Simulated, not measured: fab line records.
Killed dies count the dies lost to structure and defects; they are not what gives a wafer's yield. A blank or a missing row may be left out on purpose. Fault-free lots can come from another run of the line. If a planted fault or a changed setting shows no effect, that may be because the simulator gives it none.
3 desks looking at one fault :: flow n5_finfet :: what lay behind the numbers comes last; until then each desk has only its own

## FOR THE TOOL OWNER'S DESK: rie_diel-01
The tool's own readings at N5_BEOL_M6_ETCH_41 (etches SiCN in CH3F/O2, target depth 29.7 nm, time 52 s): means of the sampled wafers that have a number, for each lot that ran on this tool. A lot is out of limits, marked OUT, if its mean lies more than 4 standard deviations from the usual mean; the brackets give that distance.
Columns: A = chamber_pressure_mTorr at N5_BEOL_M6_ETCH_41, usual 30.000 mTorr; B = drypump_motor_current_A at N5_BEOL_M6_ETCH_41, usual 6.0 A; C = oes_product_au at N5_BEOL_M6_ETCH_41, usual 0.79 a.u.; D = rf_fwd_power_W at N5_BEOL_M6_ETCH_41, usual 390.8 W; E = rf_vpp_V at N5_BEOL_M6_ETCH_41, usual 298.1 V; F = showerhead_plenum_p_Torr at N5_BEOL_M6_ETCH_41, usual 2.04 Torr; G = throttle_valve_pct at N5_BEOL_M6_ETCH_41, usual 16.24 %
lot: L909
first seen here: day 13 03:31
A: 29.993
B: 6.0
C: 0.72
D: 390.0
E: 297.8
F: 2.02
G: 16.26

lot: L914
first seen here: day 13 10:59
A: 30.008
B: 5.9
C: 0.80
D: 391.7
E: 298.0
F: 2.01
G: 16.26

lot: L921
first seen here: day 15 08:14
A: 29.988
B: 6.0
C: 0.78
D: 389.8
E: 298.7
F: 2.01
G: 16.31
This desk's verdict: no lot among the 3 shows anything out of limits.

## THE DEFECT DESK
What the inspections along the route counted, lot by lot: means of the sampled wafers that have a number. A lot is out of limits, marked OUT, if its mean lies more than 4 standard deviations from the usual mean; the brackets give that distance.
Columns: A = raw_defect_count at N5_BEOL_M6_INSPECT_30, usual 419
lot: L909
first seen here: day 13 03:10
A: 367

lot: L914
first seen here: day 13 10:04
A: 426

lot: L921
first seen here: day 15 07:50
A: 277

lot: L926
first seen here: day 16 06:13
A: 528

lot: L932
first seen here: day 18 11:23
A: 461
This desk's verdict: no lot among the 5 shows anything out of limits.

## AT THE METROLOGY DESK
What the gauges read, lot by lot, whatever tool the lot ran on: means of the sampled wafers that have a number. A lot is out of limits, marked OUT, if its mean lies more than 4 standard deviations from the usual mean; the brackets give that distance.
Columns: A = V5_OVL at N5_BEOL_M6_OVL_MEAS_29, usual 0.3 nm
lot: L909
first seen here: day 13 03:07
A: 0.4

lot: L914
first seen here: day 13 10:01
A: -0.2

lot: L921
first seen here: day 15 07:47
A: -0.1

lot: L926
first seen here: day 16 06:09
A: 0.5

lot: L932
first seen here: day 18 11:19
A: 0.5
This desk's verdict: no lot among the 5 shows anything out of limits.

## ALL TOGETHER
The tool owner's desk saw nothing out of limits.
The defect desk saw nothing out of limits.
Nothing out of limits was seen by the metrology desk.

## WHAT THE SIMULATOR HAD PUT IN
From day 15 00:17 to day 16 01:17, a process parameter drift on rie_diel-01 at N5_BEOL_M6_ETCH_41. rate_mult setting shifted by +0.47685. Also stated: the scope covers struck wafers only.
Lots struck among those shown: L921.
